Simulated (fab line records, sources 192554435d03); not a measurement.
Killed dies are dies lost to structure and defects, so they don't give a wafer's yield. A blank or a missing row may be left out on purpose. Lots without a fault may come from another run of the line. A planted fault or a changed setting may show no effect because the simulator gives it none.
A struck lot beside a sound one | flow n5_finfet | 16 steps out of a route of 1938
Sound: wafers L115.1, L115.4, L115.5. Struck: wafers L121.2, L121.3, L121.4. The cause comes at the end.
At each step with rows: each side's tool, then ch and its chambers, then its first start. Under that, the readings that differ: sound wafers | struck wafers | difference of the means | sigmas: that difference in standard deviations of wafers without a fault.
alike: readings whose means differ by less than 2 such deviations, and words and numbers that are the same on both sides. not compared: withheld readings, readings that some wafer has no value for, bounds like >300 that may hide the same value, and numbers for which the record gives no deviation and whose values overlap.
The two part at a step that has a row with sigmas, a row that says differs or no value, or rows on one side only. Numbers that don't overlap but have no deviation are shown without sigmas and don't part them. A reading that every wafer of one side lacks parts them only if that side has two wafers or more.

first, 6 steps without rows for these wafers: N5_BEOL_M2_COAT_22 (resist thk 30 nm); N5_BEOL_M2_EBR_24; N5_BEOL_M2_SOFTBAKE_23 (time 60 s); N5_BEOL_M2_EXPOSE_25 (exposes mask V1, defocus 5 nm); N5_BEOL_M2_PEB_26 (peb time 60 s); N5_BEOL_M2_DEVELOP_27 (develop time 30 s).
N5_BEOL_M2_CD_MEAS_28: target cd 26.2 nm, target cd y 24.1 nm.
  sound on cd_sem-03 ch 0, day 8 14:07; struck on cd_sem-03 ch 0, day 9 23:15
  alike: cd_nm
N5_BEOL_M2_OVL_MEAS_29:
  sound on overlay-01 ch 0, day 8 14:09; struck on overlay-02 ch 0, day 9 23:17
  alike: V1_OVL
N5_BEOL_M2_INSPECT_30: inspects for defects (brightfield).
  sound on defect_inspect-01, day 8 14:13; struck on defect_inspect-02, day 9 23:20
  alike: raw_defect_count
N5_BEOL_M2_DESCUM_33: chemistry O2, time 7 s.
  sound on rie_diel-01 ch 2,3, day 8 14:14; struck on rie_diel-01 ch 0,1,3, day 9 23:22
  alike: drypump_motor_current_A, oes_product_au, rf_fwd_power_W, rf_vpp_V, showerhead_plenum_p_Torr, throttle_valve_pct
  not compared: rf_hours_counter_h
N5_BEOL_M2_ETCH_77: etches underlayer in N2/H2, target depth 6.5 nm, time 5.2 s.
  sound on rie_diel-01 ch 2,3, day 8 14:17; struck on rie_diel-01 ch 0,1,3, day 9 23:24
  alike: drypump_motor_current_A, etch_rf_on_time_s, oes_product_au, rf_fwd_power_W, rf_vpp_V, showerhead_plenum_p_Torr, throttle_valve_pct
  not compared: rf_hours_counter_h
N5_BEOL_M2_ETCH_69: etches SiARC in CF4, target depth 15.6 nm, time 26 s.
  sound on rie_diel-01 ch 2,3, day 8 14:17; struck on rie_diel-01 ch 0,1,3, day 9 23:25
  alike: drypump_motor_current_A, etch_rf_on_time_s, oes_product_au, rf_fwd_power_W, rf_vpp_V, showerhead_plenum_p_Torr, throttle_valve_pct
  not compared: rf_hours_counter_h
N5_BEOL_M2_ALD_98: deposits SiO2, target thk 2.5 nm, pulse time 1 s, co reactant pulse time 1 s.
  sound on ald_sin-03 ch 0,2,3, day 8 14:49; struck on ald_sin-03 ch 0,2,3, day 9 23:32
  reading              | sound               | struck            | difference | sigmas
  susceptor_temp_C (C) | 99.89 100.02 100.08 | 96.99 96.85 96.87 | -3.09      | -24
  alike: heater_power_w, precursor_pulse_height_rel
N5_BEOL_M2_ETCHBACK_99: etches SiO2 in CHF3, target depth 5 nm, time 10.4 s.
  sound on rie_diel-02 ch 0,2, day 8 18:31; struck on rie_diel-01 ch 0,1,2, day 10 00:16
  alike: drypump_motor_current_A, oes_product_au, rf_fwd_power_W, rf_vpp_V, showerhead_plenum_p_Torr, throttle_valve_pct
  not compared: rf_hours_counter_h
N5_BEOL_M4_RC_MEAS_101:
  sound on prober-02 ch 0, day 10 01:40; struck on prober-02 ch 0, day 11 07:08
  reading   | sound          | struck         | difference | sigmas
  VT_P (mV) | -251 -254 -255 | -245 -245 -246 | +8         | +2
  alike: DIBL_N, DIBL_P, IOFF_N, IOFF_P, ION_N, ION_P, SS_N, SS_P, VT_N
N5_PASSIVATION_PROBE_49:
  the record has rows for the sound wafers here (prober-02, day 14 11:47) and none for the struck ones

WHERE THEY PART
First at N5_BEOL_M2_ALD_98; last, within this record, at N5_PASSIVATION_PROBE_49.

WHY: what the simulator had put in
Process parameter drift: ald_sin-03, from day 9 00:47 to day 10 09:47, at N5_BEOL_M2_ALD_98. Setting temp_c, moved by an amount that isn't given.
